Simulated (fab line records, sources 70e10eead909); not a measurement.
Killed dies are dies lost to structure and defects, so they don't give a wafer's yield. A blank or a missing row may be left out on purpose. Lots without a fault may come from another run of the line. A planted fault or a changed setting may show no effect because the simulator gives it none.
Chamber matching | flow nand_harc | NHARC_A_STAIRCASE_DEP_151 on pecvd-04: 3 sister chambers
The step deposits SiO2, target thk 7200 nm. 6 wafers are shown with their chamber, then 7 later ones without.

WAFERS WITH THEIR CHAMBER
wafer  | chamber | heater_power_w (W) | susceptor_temp_C (C)
L160.4 | 0       | 525                | 399.72
L160.5 | 1       | 586                | 400.09
L163.4 | 2       | 496                | 399.87
L163.6 | 1       | 601                | 399.94
L166.2 | 2       | 619                | 399.41
L166.5 | 0       | 537                | 400.28

WAFERS WITHOUT THEIR CHAMBER
wafer  | heater_power_w (W) | susceptor_temp_C (C)
L166.6 | 603                | 400.04
L167.3 | 576                | 399.78
L167.5 | 599                | 400.51
L167.6 | 532                | 400.56
L168.4 | 530                | 400.23
L168.5 | 604                | 399.96
L168.6 | 488                | 400.39

WHICH CHAMBER EACH WENT THROUGH
wafer  | from the rows above          | in truth
L166.6 | can't be placed: 1 or 0 or 2 | 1
L167.3 | can't be placed: 2 or 1 or 0 | 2
L167.5 | can't be placed: 1 or 0 or 2 | 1
L167.6 | can't be placed: 0 or 1 or 2 | 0
L168.4 | can't be placed: 0 or 1 or 2 | 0
L168.5 | can't be placed: 1 or 2 or 0 | 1
L168.6 | can't be placed: 0 or 1 or 2 | 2
Placed correctly: 0 of 7. Can't be placed from these rows: 7 (the true chamber is among the candidates in 7). Placed wrongly: 0.
How it was worked out, from the rows above alone: a wafer's distance from a chamber is the root of the sum, over the readings, of the square of ((its reading less the chamber's mean) divided by the reading's scatter). The wafer belongs to the nearest chamber; if the next one is less than 2 further off, it can't be placed. A chamber's mean is the mean of its shown wafers. The scatter: the root of (the sum of the squares of (reading less its chamber's mean) over the shown wafers, divided by (wafers less chambers)).
